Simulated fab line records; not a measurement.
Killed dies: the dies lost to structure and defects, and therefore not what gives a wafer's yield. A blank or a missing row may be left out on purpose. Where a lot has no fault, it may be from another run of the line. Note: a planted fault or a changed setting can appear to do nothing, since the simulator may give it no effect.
fab line records	flow n5-finfet
[record] lots = 4	wafers = 12	last-day = 18
route steps=1938 shown DUMMY_GATE@236 SPACER0@258 SD_EPI_N@262 SD_EPI_P@329 BEOL_M4@1111 PASSIVATION@1936
lots untouched by any fault: they come from a run of this same line in which no faults occurred
start-h: hours from the record's opening day to when the first of the lot's shown wafers began	wait-h: hours elapsed since this lot's preceding step	" the same as in the row above	L1.1+2: a row that stands for several wafers	- no value, or no start was given	* or withheld: withheld	< > ~ a bound
route shown NAME@n: names a module that has steps shown in the file, with the first one's number in the route	usual: the fault-free wafers' mean and standard deviation	same: alike in all rows	chamber/n: place in a boat	sites: each site's reading	_std_site: how widely they spread, as a standard deviation	_edge_site: outer sites' mean less inner sites'	radius-mm: how far each site lies from the wafer's centre	mask NAME#n: copy n	behind: the most recent tool/chamber to have shaped the wafer	hold: what put the lot on hold/how long, in hours/how the hold closed	device: transistor that didn't switch, given as n, p or np	end of line: the route-end tests of the same wafers	a step with no rows: only its recipe	killed: dies that structure and defects cost at the first sort, which is not the same as the wafer's yield	map: the dies of a wafer, with x for killed, . for not killed, _ for no die there
set.NAME: setting as actually run; set.NAME@STEP: the setting as run at that earlier step	model.NAME: the simulator's own value behind a step, which no gauge read
certain route steps with their lots: each step a table, each wafer a row
services: from which hour (start-h, from the record's first day; less than 0 if before it) a tool's chamber was out of use, for how many hours, and why
[[steps]]
[step N5_DUMMY_GATE_ETCH_36]
[recipe] chemistry = CF4	target = SiARC	target-depth-a = 130	pressure-mtorr = 40	source-w = 545	bias-w = 36	Ar_flow_sccm = 100	cf4-flow-sccm = 100	ion-energy-ev = 80
[step N5_DUMMY_GATE_ETCH_37]
[recipe] chemistry = N2/H2	target = SOC	target-depth-a = 600	overetch-a = 300	temp-c = 40	ion-energy-ev = 200	pressure-mtorr = 30	source-w = 840	bias-w = 150	n2-flow-sccm = 200	h2-flow-sccm = 200
[step N5_DUMMY_GATE_STRIP_38]
[recipe] chemistry = N2/H2	temp-c = 40	n2-flow-sccm = 200	h2-flow-sccm = 200	rf-frequency-hz = 6e+07
[step N5_DUMMY_GATE_STRIP_39]
[recipe] chemistry = N2/H2	temp-c = 40	n2-flow-sccm = 200	h2-flow-sccm = 200	rf-frequency-hz = 6e+07
[step N5_DUMMY_GATE_TRIM_49]
[recipe] chemistry = O2	resist = SOC	time-s = 29	target-cd-nm = 14	source-power-w = 300	bias-power-w = 0	O2_flow_sccm = 100	temp-c = 20
[step N5_DUMMY_GATE_STRIP_40]
[recipe] chemistry = CF4	resist = SiARC	power-w = 300	bias-power-w = 75	pressure-mtorr = 50	cf4-flow-sccm = 150	rf-frequency-hz = 6e+07
[step N5_DUMMY_GATE_ETCH_31]
[recipe] chemistry = C4F6/O2	target = SiO2	mask-material = SOC	target-depth-a = 825	time-s = 27.5	ion-energy-ev = 250	pressure-mtorr = 30	source-w = 345	bias-w = 185	Ar_flow_sccm = 300	C4F6_flow_sccm = 10	O2_flow_sccm = 10
[step N5_DUMMY_GATE_STRIP_41]
[recipe] chemistry = O2	power-w = 400	temp-c = 40	pressure-mtorr = 30	rf-frequency-hz = 6e+07	bias-power-w = 0	overash-fraction = 0.3	o2-flow-sccm = 225
[step N5_DUMMY_GATE_HM_OPEN_21]
[recipe] chemistry = CH3F/O2	target = SiNx	target-depth-a = 1200	Ar_flow_sccm = 150	CH3F_flow_sccm = 30	O2_flow_sccm = 23	time-s = 171.4	pressure-mtorr = 30	source-w = 395	bias-w = 73	ion-energy-ev = 120.7
[step N5_DUMMY_GATE_ETCH_32]
[recipe] chemistry = CF4	target = SiO2	target-depth-a = 35	time-s = 3.9	ion-energy-ev = 350	pressure-mtorr = 10	icp-w = 800	bias-w = 400	cf4-flow-sccm = 80
[step N5_DUMMY_GATE_ETCH_23]
[recipe] chemistry = HBr/Cl2/O2	HBr_flow_sccm = 150	Cl2_flow_sccm = 80	O2_flow_sccm = 12	bias-w = 102	target-depth-a = 410	time-s = 22.3	target = poly-Si	mask-material = SiO2	pressure-mtorr = 10	icp-w = 800
[step N5_DUMMY_GATE_ETCH_44]
[recipe] chemistry = HBr/O2	over-etch-frac = 0.7	target-depth-a = 1275	stop-on = SiO2	ion-energy-ev = 60	bias-w = 20	target = poly-Si	mask-material = SiO2	pressure-mtorr = 20	icp-w = 400	HBr_flow_sccm = 120	O2_flow_sccm = 10
[usual] drypump-motor-current-A = 5.7/0.53	oes-product-au = 0.730/0.012	throttle-valve-pct = 18.52/0.12
lot.wafer	tool	chamber	start-h	wait-h	drypump-motor-current-A	oes-product-au	rf-hours-counter-h	throttle-valve-pct
L886.1	rie-si-03	2	59.16	0.0	5.5	0.745	158	18.53
L886.2	"	1	"	"	5.2	0.730	3	18.56
L886.4	"	3	"	"	6.1	0.733	103	18.51
L900.1	rie-si-03	3	144.96	0.0	6.1	0.716	104	18.52
L900.3	"	2	"	"	5.5	0.739	159	18.54
L900.5	"	0	"	"	4.7	0.733	-	18.44
L904.1	rie-si-03	3	166.89	0.0	6.1	0.722	105	18.53
L904.2	"	1	"	"	5.2	0.732	5	18.57
L904.6	"	1	"	"	5.2	0.733	-	18.56
L906.1	rie-si-02	1	179.83	0.0	6.4	0.741	42	18.58
L906.3	"	2	"	"	5.4	0.710	5	18.44
L906.5	"	0	"	"	5.6	0.728	-	18.44
[step N5_DUMMY_GATE_ETCH_42]
[recipe] chemistry = CHF3/O2	target = SiO2	target-depth-a = 35	time-s = 31	ion-energy-ev = 30	bias-w = 12	pressure-mtorr = 30	source-w = 600	Ar_flow_sccm = 200	CHF3_flow_sccm = 50	O2_flow_sccm = 5
[step N5_DUMMY_GATE_STRIP_48]
[recipe] chemistry = N2/H2	time-s = 20	power-w = 100	temp-c = 40	pressure-mtorr = 100	rf-frequency-hz = 6e+07	bias-power-w = 3	n2-flow-sccm = 300	h2-flow-sccm = 300
[step N5_DUMMY_GATE_PRECLEAN_33]
[recipe] chemistry = dHF	time-s = 10	dilution = 750:1	temp-c = 25
[step N5_DUMMY_GATE_PRECLEAN_25]
[recipe] chemistry = O3/DIW	time-s = 45	temp-c = 22	o3-ppm = 10
[step N5_DUMMY_GATE_PRECLEAN_51]
[recipe] chemistry = SC2	time-s = 45	temp-c = 35	mix = 1:1:50
[step N5_DUMMY_GATE_SRD_26]
[recipe] dry = ipa-marangoni	time-s = 30	temp-c = 23	rinse-liquid = diw
[step N5_DUMMY_GATE_UV_OZONE_45]
[recipe] time-s = 120	pressure-torr = 760	temp-c = 25
[step N5_DUMMY_GATE_INSPECT_27]
[recipe] inspect-instrument = brightfield	mode = aei
[usual] raw-defect-count = 314/82
lot.wafer	tool	chamber	start-h	wait-h	raw-defect-count
L886.1	defect-inspect-02	-	59.56	0.0	231
L886.2	"	-	"	"	211
L886.4	"	-	"	"	188
L900.1	defect-inspect-01	-	145.48	0.0	752
L900.3	"	-	"	"	657
L900.5	"	-	"	"	793
L904.1	defect-inspect-01	-	167.29	0.0	696
L904.2	"	-	"	"	799
L904.6	"	-	"	"	703
L906.1	defect-inspect-02	-	180.24	0.0	291
L906.3	"	-	"	"	245
L906.5	"	-	"	"	239
[step N5_SPACER0_ALD_07]
[recipe] material = SiNx	target-thk-a = 20	temp-c = 400	ald-precursor-family = SiH2I2	ald-co-reactant = N2/H2-plasma	pressure-torr = 2
[step N5_SPACER0_ALD_00]
[recipe] material = SiOCN	target-thk-a = 35	temp-c = 400	ald-precursor-family = alkyl-aminosilane	ald-co-reactant = O2/N2-plasma	pulse-time-s = 3	purge-time-s = 2	co-reactant-purge-time-s = 2	ald-cycles = 58	pressure-torr = 2
[step N5_SPACER0_ALD_08]
[recipe] material = SiNx	target-thk-a = 20	temp-c = 400	ald-precursor-family = SiH2I2	ald-co-reactant = N2/H2-plasma	pressure-torr = 2
[step N5_SPACER0_INSPECT_04]
[recipe] inspect-instrument = darkfield	mode = post-dep
[usual] raw-defect-count = 139/32
lot.wafer	tool	chamber	start-h	wait-h	raw-defect-count
L886.1	defect-inspect-01	-	60.80	0.1	96
L886.2	"	-	"	"	95
L886.4	"	-	"	"	89
L900.1	defect-inspect-02	-	146.09	0.1	593
L900.3	"	-	"	"	532
L900.5	"	-	"	"	584
L904.1	defect-inspect-01	-	167.89	0.1	521
L904.2	"	-	"	"	601
L904.6	"	-	"	"	561
L906.1	defect-inspect-01	-	180.84	0.1	123
L906.3	"	-	"	"	124
L906.5	"	-	"	"	105
[step N5_SD_EPI_N_COAT_32]
[recipe] resist = SOC	temp-c = 250	time-s = 60	spin-rpm = 1500	resist-thk-nm = 350
[step N5_SD_EPI_N_COAT_33]
[recipe] resist = SiARC	temp-c = 220	time-s = 60	spin-rpm = 1500	resist-thk-nm = 35
[step N5_SD_EPI_N_COAT_03]
[recipe] resist = CAR-ArF-block	spin-rpm = 1500	resist-thk-nm = 150
[step N5_SD_EPI_N_EBR_05]
[recipe] solvent = PGMEA	ebr-width-mm = 1.5
[step N5_SD_EPI_N_SOFTBAKE_04]
[recipe] temp-c = 110	time-s = 60	resist = CAR-ArF-block
[step N5_SD_EPI_N_EXPOSE_06]
[recipe] mask-id = SD_N_BLK	na = 1.35	source-shape = conventional	sigma-outer = 0.8	polarization = unpolarized	target-cd-nm = 120	dose-mj = 39.75
[step N5_SD_EPI_N_PEB_07]
[recipe] peb-temp-c = 110	peb-time-s = 60	resist = CAR-ArF-block
[step N5_SD_EPI_N_DEVELOP_08]
[recipe] develop-time-s = 30	developer = TMAH	resist = CAR-ArF-block	dev-temp-c = 23	rinse-liquid = diw	dry = air-spin
[step N5_SD_EPI_N_INSPECT_11]
[recipe] mode = adi	inspect-instrument = macro
[usual] raw-defect-count = 2.1/1.4
lot.wafer	tool	chamber	start-h	wait-h	raw-defect-count
L886.1	defect-inspect-01	-	61.26	0.0	0
L886.2	"	-	"	"	3
L886.4	"	-	"	"	1
L900.1	defect-inspect-02	-	146.54	0.0	>300
L900.3	"	-	"	"	>300
L900.5	"	-	"	"	>300
L904.1	defect-inspect-01	-	168.34	0.0	>300
L904.2	"	-	"	"	>300
L904.6	"	-	"	"	>300
L906.1	defect-inspect-02	-	181.30	0.0	1
L906.3	"	-	"	"	3
L906.5	"	-	"	"	1
[step N5_SD_EPI_N_DESCUM_14]
[recipe] chemistry = O2	time-s = 7.9	source-power-w = 50	bias-power-w = 20	pressure-mtorr = 20	rf-frequency-hz = 2.712e+07	temp-c = 40	resist = CAR-ArF-block	o2-flow-sccm = 225
[step N5_SD_EPI_N_ETCH_34]
[recipe] chemistry = CF4	target = SiARC	target-depth-a = 455	mask-material = CAR-ArF-block	time-s = 75.8	ion-energy-ev = 80	pressure-mtorr = 40	source-w = 545	bias-w = 36	Ar_flow_sccm = 100	cf4-flow-sccm = 100	ends = cleared
[step N5_SD_EPI_N_ETCH_35]
[recipe] chemistry = N2/H2	target = SOC	overetch-a = 1080	mask-material = SiARC	temp-c = 40	ion-energy-ev = 100	source-w = 3000	bias-w = 133	pressure-mtorr = 20	time-s = 486	n2-flow-sccm = 200	h2-flow-sccm = 200
[step N5_SD_EPI_N_STRIP_36]
[recipe] chemistry = N2/H2	temp-c = 40	n2-flow-sccm = 200	h2-flow-sccm = 200	rf-frequency-hz = 6e+07
[step N5_SD_EPI_N_ETCHBACK_44]
[recipe] chemistry = CH3F/O2	mode = anisotropic-etchback	target = SiNx	target-depth-a = 145	stop-on = SiO2	over-etch-frac = 0.3	ion-energy-ev = 120	pressure-mtorr = 30	source-w = 395	bias-w = 73	Ar_flow_sccm = 150	CH3F_flow_sccm = 30	O2_flow_sccm = 20
[step N5_SD_EPI_N_INSPECT_26]
[recipe] inspect-instrument = darkfield	mode = post-epi
[usual] raw-defect-count = 207/41
lot.wafer	tool	chamber	start-h	wait-h	raw-defect-count
L886.1	defect-inspect-02	-	66.06	0.1	174
L886.2	"	-	"	"	162
L886.4	"	-	"	"	216
L900.1	defect-inspect-02	-	150.64	0.1	637
L900.3	"	-	"	"	584
L900.5	"	-	"	"	641
L904.1	defect-inspect-01	-	173.65	0.1	615
L904.2	"	-	"	"	745
L904.6	"	-	"	"	617
L906.1	defect-inspect-01	-	186.14	0.1	177
L906.3	"	-	"	"	216
L906.5	"	-	"	"	147
[step N5_SD_EPI_P_INSPECT_26]
[recipe] inspect-instrument = darkfield	mode = post-epi
[usual] raw-defect-count = 177/42
lot.wafer	tool	chamber	start-h	wait-h	raw-defect-count
L886.1	defect-inspect-01	-	70.16	0.0	138
L886.2	"	-	"	"	100
L886.4	"	-	"	"	151
L900.1	defect-inspect-01	-	154.86	0.0	594
L900.3	"	-	"	"	554
L900.5	"	-	"	"	600
L904.1	defect-inspect-01	-	178.65	0.0	598
L904.2	"	-	"	"	711
L904.6	"	-	"	"	613
L906.1	defect-inspect-02	-	191.21	0.0	154
L906.3	"	-	"	"	176
L906.5	"	-	"	"	131
[step N5_BEOL_M4_RC_MEAS_101]
[usual] DIBL_N = 36.0/2	DIBL_P = 36.2/2.2	IOFF_N = 0.16/0.034	IOFF_P = 0.21/0.04	ION_N = 675/12	ION_P = 463/7.2	SS_N = 71.6/0.6	SS_P = 73.3/0.67	VT_N = 250/3	VT_P = -251/3.4
lot.wafer	tool	chamber	start-h	wait-h	DIBL_N[mV/V]	DIBL_P[mV/V]	IOFF_N[nA/um]	IOFF_P[nA/um]	ION_N[uA/um]	ION_P[uA/um]	SS_N[mV/dec]	SS_P[mV/dec]	VT_N[mV]	VT_P[mV]
L886.1	prober-02	0	188.48	0.0	37.3	39.8	0.17	0.23	673	459	72.2	74.6	248	-251
L886.2	"	0	"	"	32.4	33.9	0.11	0.15	654	451	70.4	72.4	255	-255
L886.4	"	0	"	"	35.2	36.3	0.13	0.17	666	455	71.1	73.4	255	-253
L900.1	prober-01	0	269.45	0.0	36.9	36.5	0.16	0.23	674	466	71.4	73.1	249	-247
L900.3	"	0	"	"	36.6	35.6	0.17	0.22	681	469	72.0	72.8	247	-246
L900.5	"	0	"	"	34.9	35.4	0.14	0.22	677	467	71.0	72.6	250	-247
L904.1	prober-02	0	308.93	0.0	38.3	37.7	0.18	0.22	672	460	71.9	73.9	252	-249
L904.2	"	0	"	"	36.7	36.8	0.16	0.21	687	472	72.0	73.7	250	-248
L904.6	"	0	"	"	37.5	37.7	0.17	0.23	670	466	72.0	74.0	253	-251
L906.1	prober-01	0	311.62	0.0	36.0	35.9	0.15	0.21	665	455	71.9	72.3	250	-250
L906.3	"	0	"	"	34.3	33.7	0.14	0.19	681	460	71.3	72.5	248	-248
L906.5	"	0	"	"	36.6	36.7	0.18	0.23	686	469	71.4	73.7	249	-247
[step N5_PASSIVATION_PROBE_49]
[usual] defect-limited-yield = 91.5/1.5	killed_at_M0_to_M3 = 33/10	killed_at_M4_up = 15/6.4	killed-at-contacts = 12/5.4	killed-at-front-end = 38/9.8	killed-at-other = 4/3.1	killed-dies = 101/18	killed-open = 67/14	killed-short = 33/7.9	sort_bin_5_function = 5.0/1	sort_bin_6_memory = 3.2/0.67	sort-n-pass = 1079/18	sort-yield-pct = 91.5/1.5
[same] gross-dies = 1180	killed-at-back-side = 0	sort_bin_4_leakage[%] = 0	sort_bin_8_speed[%] = 0
lot.wafer	tool	chamber	start-h	wait-h	defect-limited-yield[%]	killed_at_M0_to_M3	killed_at_M4_up	killed-at-contacts	killed-at-front-end	killed-at-other	killed-dies	killed-open	killed-short	sort_bin_5_function[%]	sort_bin_6_memory[%]	sort-n-pass	sort-yield-pct[%]
L900.1	prober-02	-	399.40	0.0	82.5	32	23	14	135	3	207	76	35	12.0	3.8	973	82.5
L900.3	prober-02	-	399.50	0.1	85.6	36	10	15	108	1	170	64	30	9.3	3.4	1010	85.6
L900.5	prober-02	-	399.60	0.2	82.0	35	12	27	136	2	212	62	42	11.9	3.6	968	82.0
L904.1	prober-02	-	435.74	0.0	81.9	44	13	12	140	4	213	78	34	11.2	4.8	967	81.9
L904.2	prober-02	-	435.79	0.1	82.3	32	9	16	148	4	209	53	38	11.2	3.8	971	82.3
L904.6	prober-02	-	435.99	0.3	83.7	32	9	10	134	7	192	62	18	10.8	3.3	988	83.7
// killed by level:class
L900.1 DUMMY_GATE:unspecified=96 FIN_SAQP:geometric-particle:open=12 MOL_CONTACT_COAG:geometric-particle:open=10 BEOL_M0_SAQP:geometric-particle:short=8 BEOL_M1:geometric-particle:open=8 STI_FIN_REVEAL:geometric-particle:open=7 BEOL_M0_SAQP:geometric-particle:open=6 FIN_SAQP:geometric-particle:short=5
L900.3 DUMMY_GATE:unspecified=75 MOL_CONTACT_COAG:geometric-particle:open=12 FIN_SAQP:geometric-particle:short=10 BEOL_M0_SAQP:geometric-particle:short=8 BEOL_M2:geometric-particle:open=8 BEOL_M0_SAQP:geometric-particle:open=7 BEOL_M3:geometric-particle:open=6 FIN_SAQP:geometric-particle:open=5
L900.5 DUMMY_GATE:unspecified=107 MOL_CONTACT_COAG:geometric-particle:open=18 BEOL_M0_SAQP:geometric-particle:short=11 BEOL_M0_SAQP:geometric-particle:open=11 MOL_CONTACT_COAG:geometric-particle:short=9 STI_FIN_REVEAL:geometric-particle:open=7 BEOL_M1:geometric-particle:open=5 BEOL_M4:geometric-particle:short=5
L904.1 DUMMY_GATE:unspecified=101 MOL_CONTACT_COAG:geometric-particle:open=12 FIN_SAQP:geometric-particle:short=11 BEOL_M3:geometric-particle:open=10 BEOL_M1:geometric-particle:open=10 FIN_SAQP:geometric-particle:open=9 DUMMY_GATE:geometric-particle:open=6 BEOL_M2:geometric-particle:open=5
L904.2 DUMMY_GATE:unspecified=117 MOL_CONTACT_COAG:geometric-particle:open=12 BEOL_M2:geometric-particle:open=9 FIN_SAQP:geometric-particle:short=8 BEOL_M0_SAQP:geometric-particle:short=8 STI_FIN_REVEAL:geometric-particle:open=7 BEOL_M1:geometric-particle:open=5 BEOL_M3:geometric-particle:open=5
L904.6 DUMMY_GATE:unspecified=112 MOL_CONTACT_COAG:geometric-particle:open=9 FIN_SAQP:geometric-particle:open=8 BEOL_M0_SAQP:geometric-particle:open=7 BEOL_M2:geometric-particle:open=6 BEOL_M0:geometric-particle:open=5 FIN_SAQP:geometric-particle:short=4 BEOL_M2:geometric-particle:short=4
// map L900.5 (x killed, . not)
_________________..........x.________________
______________...............xx._____________
___________...........x.......x....__________
__________.......x...x......x......._________
________....x.x......................._______
_______...x.x..x..................x..xx______
______.................x................_____
_____.....................x........xxx.x.____
____.......x..........x..........xxxx.x..x___
___....x......................x.xxxxxxx.xxx__
___.....x.................x.....xxxxxxxxxx.__
__..x....x.....................xxxxxxxxxxxxx_
__......................x..x..xxxxxxxxxxxxxx_
_............x............x..xx.xxxxxxxxx..xx
_....x..........xx.....x....x..xxxxxxxxxxxx..
_.......................xx......xxx.xxxxxxx..
_........................xx.....xxxxxxxx.x...
_....x....x...x.................xx.x.x..xxx.x
_.x.........x....x............x.......x....x.
_...x........x..............xx......x...x....
_.x.........x..x........................xx...
__x.......................x.....x...x...x..._
__..............x..........................x_
___.............x.....x................x...__
___......x.......x..........x..........x...__
____..................x......xx..x........___
_____...x...x.x...xx...x.................____
______............x......x.......xx....._____
_______...................x......x.....______
________..x.......x..x...x....x......._______
__________............x....x........_________
___________.x.....x.......x........__________
______________........x.....x..._____________
_________________......xx....________________
// map L904.1 (x killed, . not)
_________________............________________
______________.......x.x........_____________
___________..x.........x..x........__________
__________.x........................_________
________.....xx.......x..........x...._______
_______x....x..........................______
______..x.....x.........xx...........x.._____
_____.......xx......x........x..x........____
____..x.x..x...............x.........x....___
___....................x..x...x............__
___.x......x...............................__
__...........x.............................x_
__.........x.............x..x..............._
_......x.....x...x.............x............x
_.........xx.....x..x.................x......
_.............x...x.......................x.x
_..........x............xx...................
_............................x...xx..........
_.xx.........xx...x....x.xx..................
_xx...xx.x........xxx..x..................x.x
_....x.......x............................x.x
__..x.x......x...................x.........._
__........xxx..................xx.x........._
___...x............x.......xxxx.......x....__
___.x.....................xxxxxxxxx.x......__
____x.....x.............xx.xxxxxxxxxxxx...___
_____....x........x........xxxxxxxxxxx.x.____
______.......x.....x....xx.xxxxxxxxxxxx._____
_______x.....x.....x......xxxxxxxxxxxxx______
________..........x...x..xxxxxxxxxxxxx_______
__________.............x...xxxxxxxxx_________
___________...x.x......x.x..xxxxxxx__________
______________..x.x.......x..x.x_____________
_________________........x.x.________________
[[services]]
tool	chamber	start-h	hours	kind
rie-si-02	-	42.19	3.0	repair
rie-si-03	-	82.09	16.0	repair
rie-si-03	-	104.03	0.5	repair
rie-si-03	0	107.02	1.7	repair
rie-si-02	1	118.40	3.7	repair
rie-si-03	1	148.49	7.6	repair
rie-si-02	0	159.43	1.8	repair
[[key]]
[first-sign] step = N5_DUMMY_GATE_INSPECT_27	reading = raw-defect-count	direction = up	sigmas = 5.1	usual = 314	struck = 733
[effect] step = N5_SPACER0_INSPECT_04	reading = raw-defect-count	direction = up	sigmas = 13	usual = 139	struck = 565
[effect] step = N5_SD_EPI_N_INSPECT_11	reading = raw-defect-count	direction = up	sigmas = 99+	usual = 2.1	struck = >300
[effect] step = N5_SD_EPI_N_INSPECT_26	reading = raw-defect-count	direction = up	sigmas = 11	usual = 207	struck = 640
[effect] step = N5_SD_EPI_P_INSPECT_26	reading = raw-defect-count	direction = up	sigmas = 10	usual = 177	struck = 612
[effect] step = N5_PASSIVATION_PROBE_49	reading = killed-at-front-end	direction = up	sigmas = 9.7	usual = 38	struck = 134
[more-kills-born-at] N5_DUMMY_GATE_ETCH_44@rie-si-03 = 608
met-at N5_DUMMY_GATE_ETCH_44
struck-wafers L900.1,L900.3,L900.5,L904.1,L904.2,L904.6
onset-between 59.16 144.96
[fault] kind = chamber-particle-source	tool = rie-si-03	chamber = -	onset-h = 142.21	steps = N5_DUMMY_GATE_ETCH_44	rate-per-visit-cm2 = 0.65763	end-h = 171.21
